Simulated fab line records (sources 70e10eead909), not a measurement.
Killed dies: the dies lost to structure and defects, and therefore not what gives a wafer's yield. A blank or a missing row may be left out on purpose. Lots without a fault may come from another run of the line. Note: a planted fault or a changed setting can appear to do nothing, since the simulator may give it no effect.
fab line records	flow nand_harc
[record] lots = 14	wafers = 42	last_day = 24
route steps=1159 shown P_GATE@202 P_CONTACT@219
lots with no fault: from the same line, run without faults
start_h: start of the lot's first displayed wafer, in hours after the record's first day	wait_h: hours elapsed since this lot's preceding step	" the same as in the row above	L1.1+2: a single row standing in for several wafers	- no value, or no start given	* or withheld: withheld	< > ~ a bound
route shown NAME@n: names a module that has steps shown in the file, with the first one's number in the route	usual: mean/standard deviation taken from wafers without a fault	same: alike in all rows	chamber/n: place in a boat	sites: readings site by site	_std_site: standard deviation of those values	_edge_site: mean of outer sites minus mean of inner sites	radius_mm: how far each site lies from the wafer's centre	mask NAME#n: copy n	behind: the last tool/chamber to shape the wafer	hold: why the lot went on hold/how many hours it stayed there/how the hold came to an end	device: the transistor (n, p or np) that didn't switch	end of line: at the end of the route, the tests of the same wafers	a step given without rows: its recipe and nothing more	killed: dies that structure and defects cost at the first sort, which is not the same as the wafer's yield	map: dies across one wafer; x = killed, . = not, _ = none there
set.NAME: the setting the step ran with; set.NAME@STEP: the setting that earlier step ran with	model.NAME: the simulator's own value behind a step, which no gauge read
one table for each step of the route and one row for each wafer, over a sample of lots
services: when a tool's chamber went out of use (start_h, in hours from the record's first day, below 0 if earlier), for how many hours, and the reason
[[steps]]
[step NHARC_P_GATE_DESCUM_93]
[recipe] time_s = 3	o2_flow_sccm = 200	ar_flow_sccm = 0	bias_power_w = 0	chemistry = O2
[usual] drypump_motor_current_A = 5.9/0.4	mfc_ar_sccm = 0.002/0.0063	o2_flow_sccm = 200.0/0.56	oes_product_au = 1.002/0.008	rf_vpp_V = 57.6/0.81	showerhead_plenum_p_Torr = 1.91/0.074	throttle_valve_pct = 11.310/0.0082
lot.wafer	tool	chamber	start_h	wait_h	drypump_motor_current_A	mfc_ar_sccm	o2_flow_sccm	oes_product_au	rf_hours_counter_h	rf_vpp_V	showerhead_plenum_p_Torr	throttle_valve_pct
L754.2	rie_diel-03	2	105.18	-	6.2	0	199.6	1.010	10	58.0	1.80	11.302
L754.4	"	3	"	"	6.6	0	201.4	0.992	10	57.9	1.90	11.317
L754.5	"	2	"	"	6.2	0	200.2	1.000	-	56.9	1.80	11.315
L755.4	rie_diel-12	0	113.08	-	6.1	0	200.3	1.012	29	58.7	2.03	11.321
L755.3	"	1	"	"	6.0	0.009	200.2	1.002	28	57.2	1.91	11.326
L755.6	"	0	"	"	6.1	0	200.3	1.007	-	56.8	2.03	11.311
L756.2	rie_diel-12	0	119.68	-	6.1	0	200.6	0.999	32	58.9	2.03	11.302
L756.4	"	3	"	"	5.7	0	198.8	1.005	-	56.9	1.93	11.305
L756.5	"	0	"	"	6.1	0	200.6	1.012	-	58.4	2.03	11.325
L766.2	rie_diel-03	0	183.18	-	6.0	0	200.9	1.001	24	59.8	1.91	11.314
L766.4	"	3	"	"	6.5	0	199.5	0.997	24	57.6	1.90	11.316
L766.6	"	1	"	"	5.7	0	200.5	0.985	-	57.8	2.01	11.318
L768.4	rie_diel-12	2	189.48	-	5.2	0.017	200.4	0.986	55	56.7	1.84	11.326
L768.1	"	3	"	"	5.7	0	200.0	1.002	53	56.6	1.92	11.290
L768.5	"	3	"	"	5.7	0	199.7	1.000	-	57.4	1.92	11.312
L767.2	rie_diel-03	3	189.97	-	6.5	0	199.6	1.007	26	57.6	1.90	11.299
L767.5	"	2	"	"	6.2	0	199.7	1.003	-	58.3	1.80	11.309
L767.6	"	3	"	"	6.5	0	198.8	1.003	-	58.5	1.90	11.312
L770.2	rie_diel-08	2	208.55	-	5.7	0	200.0	1.008	27	56.8	1.80	11.300
L770.1	"	3	"	"	4.8	0	200.5	1.002	27	57.0	1.82	11.309
L770.6	"	2	"	"	5.7	0	200.7	1.007	-	56.4	1.80	11.321
L772.1	rie_diel-12	0	212.16	-	6.1	0	199.0	1.003	0	58.3	2.02	11.298
L772.3	"	1	"	"	6.0	0.009	199.7	1.006	0	58.1	1.90	11.315
L772.5	"	1	"	"	6.0	0.009	200.2	0.995	-	58.0	1.90	11.311
L771.1	rie_diel-03	3	214.25	-	6.5	0	200.1	1.004	32	56.9	1.90	11.329
L771.2	"	2	"	"	6.1	0	198.8	0.997	30	57.1	1.79	11.299
L771.5	"	3	"	"	6.6	0	199.0	0.989	-	58.0	1.90	11.308
L773.1	rie_diel-12	1	217.33	-	6.0	0.009	200.4	1.011	1	56.9	1.90	11.311
L773.2	"	0	"	"	6.1	0	199.1	1.005	1	58.2	2.02	11.310
L773.6	"	1	"	"	6.0	0.009	200.0	1.001	-	56.8	1.90	11.318
L774.1	rie_diel-08	0	225.83	-	6.0	0.028	200.3	1.012	32	56.9	1.99	11.304
L774.5	"	0	"	"	6.0	0.028	200.2	1.002	-	58.3	1.99	11.313
L774.6	"	1	"	"	5.8	0.002	200.3	1.001	-	57.6	1.92	11.317
L775.4	rie_diel-03	1	232.19	-	5.7	0	199.2	0.988	2	57.6	2.01	11.312
L775.1	"	2	"	"	6.1	0	199.5	0.981	1	57.6	1.79	11.316
L775.5	"	2	"	"	6.2	0	199.3	0.986	-	57.3	1.79	11.318
L776.2	rie_diel-03	0	234.13	-	6.0	0	199.3	0.994	2	57.5	1.90	11.301
L776.4	"	2	"	"	6.2	0	200.2	0.997	2	57.8	1.79	11.302
L776.6	"	0	"	"	6.0	0	199.3	0.995	-	59.1	1.90	11.318
L777.4	rie_diel-03	2	237.91	-	6.2	0	200.1	1.008	3	55.6	1.79	11.317
L777.1	"	3	"	"	6.6	0	199.8	1.017	3	58.0	1.90	11.329
L777.2	"	0	"	"	6.0	0	199.6	1.015	3	56.0	1.90	11.314
[step NHARC_P_CONTACT_CMP_01]
[recipe] target_thk_nm = 200	material = SiO2
[usual] edge_zone_pressure_frac = 1.000/0.005	motor_current_A = 12.1/1.5
lot.wafer	tool	chamber	start_h	wait_h	edge_zone_pressure_frac	motor_current_A
L754.4	cmp-02	0	109.17	-	0.999	12.6
L754.2	"	1	"	"	0.995	10.6
L754.5	"	1	"	"	1.000	10.9
L755.3	cmp-04	2	116.85	-	1.000	12.7
L755.4	"	3	"	"	1.007	12.4
L755.6	"	1	"	"	0.997	9.7
L756.2	cmp-04	3	123.52	-	1.003	11.6
L756.4	"	2	"	"	1.000	12.8
L756.5	"	3	"	"	1.001	11.8
L766.2	cmp-04	2	187.13	-	-	-
L766.4	"	3	"	"	-	-
L766.6	"	1	"	"	-	-
L768.1	cmp-02	2	194.28	0.5	1.005	10.5
L768.4	"	3	"	"	0.999	12.0
L768.5	"	2	"	"	0.999	11.0
L767.2	cmp-04	0	195.08	-	-	-
L767.6	"	2	"	"	-	-
L767.5	"	3	"	"	-	-
L770.1	cmp-03	2	212.75	-	0.997	10.5
L770.2	"	0	"	"	0.999	14.2
L770.6	"	2	"	"	0.995	10.5
L772.3	cmp-04	0	215.91	-	0.993	14.4
L772.1	"	2	"	"	1.000	12.6
L772.5	"	0	"	"	1.010	15.0
L771.2	cmp-02	3	217.95	-	1.005	13.5
L771.1	"	0	"	"	1.002	12.5
L771.5	"	3	"	"	1.007	12.6
L773.2	cmp-04	3	221.55	-	1.004	11.7
L773.1	"	1	"	"	1.001	9.8
L773.6	"	3	"	"	1.003	12.1
L774.1	cmp-04	0	229.58	-	1.005	15.0
L774.5	"	1	"	"	0.995	10.1
L774.6	"	2	"	"	1.001	12.9
L775.1	cmp-03	1	235.91	-	0.992	12.2
L775.4	"	0	"	"	0.999	13.5
L775.5	"	1	"	"	0.999	11.5
L776.4	cmp-04	0	237.98	-	1.008	14.7
L776.2	"	2	"	"	1.000	13.0
L776.6	"	3	"	"	0.985	11.9
L777.4	cmp-04	2	241.61	-	1.005	12.5
L777.2	"	3	"	"	1.002	11.2
L777.1	"	0	"	"	1.006	14.0
[step NHARC_P_CONTACT_INSPECT_14]
[usual] raw_defect_count = 3.8/2.1
lot.wafer	tool	chamber	start_h	wait_h	raw_defect_count
L754.2	defect_inspect-01	-	110.01	0.0	1
L754.4	"	-	"	"	1
L754.5	"	-	"	"	4
L755.3	defect_inspect-01	-	117.75	0.0	3
L755.4	"	-	"	"	6
L755.6	"	-	"	"	4
L756.2	defect_inspect-01	-	124.49	0.0	2
L756.4	"	-	"	"	5
L756.5	"	-	"	"	3
L766.2	defect_inspect-02	-	188.04	0.0	2
L766.4	"	-	"	"	4
L766.6	"	-	"	"	3
L768.1	defect_inspect-01	-	195.23	0.1	1
L768.4	"	-	"	"	3
L768.5	"	-	"	"	2
L767.2	defect_inspect-02	-	195.99	0.0	2
L767.5	"	-	"	"	3
L767.6	"	-	"	"	4
L770.1	defect_inspect-02	-	213.58	0.0	5
L770.2	"	-	"	"	8
L770.6	"	-	"	"	4
L772.1	defect_inspect-02	-	216.84	0.0	6
L772.3	"	-	"	"	7
L772.5	"	-	"	"	9
L771.1	defect_inspect-02	-	218.78	0.0	6
L771.2	"	-	"	"	2
L771.5	"	-	"	"	1
L773.1	defect_inspect-02	-	222.51	0.0	1
L773.2	"	-	"	"	1
L773.6	"	-	"	"	3
L774.1	defect_inspect-02	-	230.46	0.0	5
L774.5	"	-	"	"	2
L774.6	"	-	"	"	6
L775.1	defect_inspect-02	-	236.87	0.0	4
L775.4	"	-	"	"	4
L775.5	"	-	"	"	2
L776.2	defect_inspect-02	-	238.93	0.0	5
L776.4	"	-	"	"	5
L776.6	"	-	"	"	1
L777.1	defect_inspect-02	-	242.54	0.0	5
L777.2	"	-	"	"	2
L777.4	"	-	"	"	1
[step NHARC_P_CONTACT_STRIP_28]
[recipe] o2_flow_sccm = 500	ar_flow_sccm = 0	bias_w = 0	chemistry = O2
[usual] drypump_motor_current_A = 5.5/0.35	mfc_ar_sccm = 0.014/0.013	o2_flow_sccm = 499.9/1.5	oes_product_au = 1.002/0.0074	rf_vpp_V = 57.8/0.92	showerhead_plenum_p_Torr = 3.62/0.15	throttle_valve_pct = 17.037/0.0091
lot.wafer	tool	chamber	start_h	wait_h	drypump_motor_current_A	mfc_ar_sccm	o2_flow_sccm	oes_product_au	rf_hours_counter_h	rf_vpp_V	showerhead_plenum_p_Torr	throttle_valve_pct
L754.4	rie_diel-07	0	111.04	0.1	6.0	0	501.6	0.995	5	57.2	3.39	17.039
L754.2	"	1	"	"	5.3	0.011	501.5	0.998	6	59.0	3.41	17.041
L754.5	"	0	"	"	6.0	0	498.6	1.009	-	57.7	3.39	17.057
L755.3	rie_diel-07	1	118.83	0.1	5.3	0.011	499.5	0.991	6	56.6	3.41	17.031
L755.4	"	0	"	"	6.0	0	501.2	0.999	6	57.1	3.39	17.035
L755.6	"	1	"	"	5.3	0.011	497.8	0.988	-	57.6	3.41	17.036
L756.2	rie_diel-07	3	125.51	0.1	5.4	0.033	499.8	1.004	5	56.4	3.54	17.034
L756.4	"	2	"	"	5.5	0	499.2	1.011	7	56.6	3.65	17.032
L756.5	"	0	"	"	6.0	0	495.3	1.009	-	57.7	3.39	17.053
L766.4	rie_diel-07	3	189.05	0.1	5.3	0.033	499.7	1.004	12	57.0	3.53	17.038
L766.2	"	0	"	"	6.0	0	501.3	1.019	13	57.5	3.39	17.022
L766.6	"	3	"	"	5.3	0.033	500.3	1.017	-	57.2	3.53	17.031
L768.1	rie_diel-07	1	196.90	0.1	5.3	0.011	500.4	0.996	15	56.1	3.40	17.039
L768.4	"	0	"	"	6.0	0	502.3	1.004	14	58.1	3.38	17.053
L768.5	"	2	"	"	5.6	0	501.5	1.005	-	56.4	3.65	17.051
L767.2	rie_diel-07	0	197.26	0.1	6.0	0	501.6	1.011	14	57.7	3.38	17.051
L767.6	"	2	"	"	5.5	0	499.1	1.006	-	58.9	3.65	17.046
L767.5	"	3	"	"	5.3	0.033	501.8	1.022	-	57.8	3.53	17.036
L770.2	rie_diel-06	2	214.59	0.1	5.8	0.006	497.9	1.007	51	58.5	3.71	17.036
L770.1	"	3	"	"	5.5	0	501.4	1.006	50	58.0	3.78	17.029
L770.6	"	3	"	"	5.5	0	501.2	1.005	-	58.5	3.78	17.015
L772.1	rie_diel-11	1	217.85	0.1	5.7	0.019	498.5	1.010	1	58.3	3.73	17.048
L772.3	"	3	"	"	5.6	0.032	501.6	1.010	1	57.3	3.78	17.041
L772.5	"	1	"	"	5.7	0.019	500.3	1.016	-	58.6	3.73	17.037
L771.2	rie_diel-11	0	219.79	0.1	5.5	0.018	498.1	1.001	2	57.2	3.78	17.037
L771.1	"	1	"	"	5.6	0.019	501.1	0.998	2	58.0	3.73	17.045
L771.5	"	1	"	"	5.6	0.019	499.0	0.995	-	57.3	3.73	17.033
L773.2	rie_diel-11	1	223.52	0.1	5.7	0.019	498.5	1.006	2	58.4	3.73	17.039
L773.1	"	3	"	"	5.7	0.032	500.2	1.011	2	58.9	3.79	17.024
L773.6	"	1	"	"	5.6	0.019	498.3	1.013	-	59.1	3.73	17.032
L774.1	rie_diel-11	3	231.54	0.1	5.6	0.032	502.3	0.999	2	59.0	3.78	17.030
L774.5	"	0	"	"	5.5	0.018	499.3	0.999	-	58.2	3.78	17.032
L774.6	"	1	"	"	5.7	0.019	501.7	1.005	-	57.6	3.73	17.046
L775.1	rie_diel-11	2	237.89	0.1	4.6	0	498.5	1.007	3	57.9	3.77	17.041
L775.4	"	3	"	"	5.6	0.032	499.0	1.007	3	58.4	3.78	17.046
L775.5	"	3	"	"	5.6	0.032	498.1	1.001	-	58.6	3.78	17.034
L776.4	rie_diel-11	0	240.01	0.1	5.5	0.018	499.1	0.993	4	57.8	3.77	17.035
L776.2	"	3	"	"	5.6	0.032	500.2	0.992	4	58.7	3.78	17.032
L776.6	"	0	"	"	5.5	0.018	499.4	1.005	-	58.9	3.77	17.039
L777.1	rie_diel-11	0	243.66	0.1	5.5	0.018	499.8	1.005	4	58.0	3.77	17.028
L777.2	"	1	"	"	5.7	0.019	499.3	1.001	4	58.6	3.73	17.040
L777.4	"	2	"	"	4.7	0	499.4	1.006	4	58.4	3.77	17.037
[[services]]
tool	chamber	start_h	hours	kind
cmp-02	-	101.94	1.9	repair
cmp-04	-	106.98	4.0	pm
rie_diel-07	-	108.36	0.9	repair
rie_diel-11	2	109.19	7.4	repair
rie_diel-12	2	113.53	6.6	repair
cmp-02	-	128.50	4.0	pm
rie_diel-12	3	138.02	3.7	repair
rie_diel-11	2	149.65	5.6	repair
cmp-02	-	153.24	1.5	repair
rie_diel-03	2	167.77	5.8	repair
rie_diel-12	3	170.97	13.6	repair
rie_diel-07	3	173.97	4.9	repair
rie_diel-03	-	177.99	0.4	repair
rie_diel-07	0	179.07	7.1	repair
rie_diel-03	-	180.99	1.2	repair
rie_diel-11	-	189.50	9.0	pm
cmp-04	-	197.43	1.3	repair
rie_diel-12	2	200.30	15.2	repair
rie_diel-12	-	202.84	9.0	pm
cmp-04	-	204.98	4.0	pm
rie_diel-03	-	215.30	9.0	pm
cmp-04	-	227.00	1.6	repair
rie_diel-07	-	228.20	9.0	pm
cmp-04	-	235.24	0.9	repair
[[key]]
[first_sign] step = NHARC_P_CONTACT_CMP_01	reading = tool_record	direction = missing
effect none on later readings
met_at NHARC_P_CONTACT_CMP_01
struck_lots L766,L767
later_rows_left_out L766.2,L766.4,L766.6,L767.2,L767.5,L767.6
sort_left_out L766.2,L766.4,L766.6,L767.2,L767.5,L767.6
tester_left_out L766,L767
not_acting_at NHARC_P_GATE_DESCUM_93,NHARC_P_CONTACT_INSPECT_14,NHARC_P_CONTACT_STRIP_28
onset_between 123.52 187.13
[fault] kind = skipped_step_whole	tool = cmp-04	chamber = -	onset_h = 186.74	steps = NHARC_P_CONTACT_CMP_01	scope = struck_lots_only
// tester_left_out: of these lots the tester's yield and bins aren't shown, on N5 and GAA mostly nor the transistor test; their killed dies are dies lost to structure and defects alone, not to doping, threshold or leakage, so they don't give the yield
// sort_left_out: the simulated sort isn't trusted on such a fault, so these wafers' sort isn't shown, and their yield isn't known
// later_rows_left_out: the simulator's readings of these wafers behind a module that went badly wrong aren't trusted and aren't shown, but for the sort
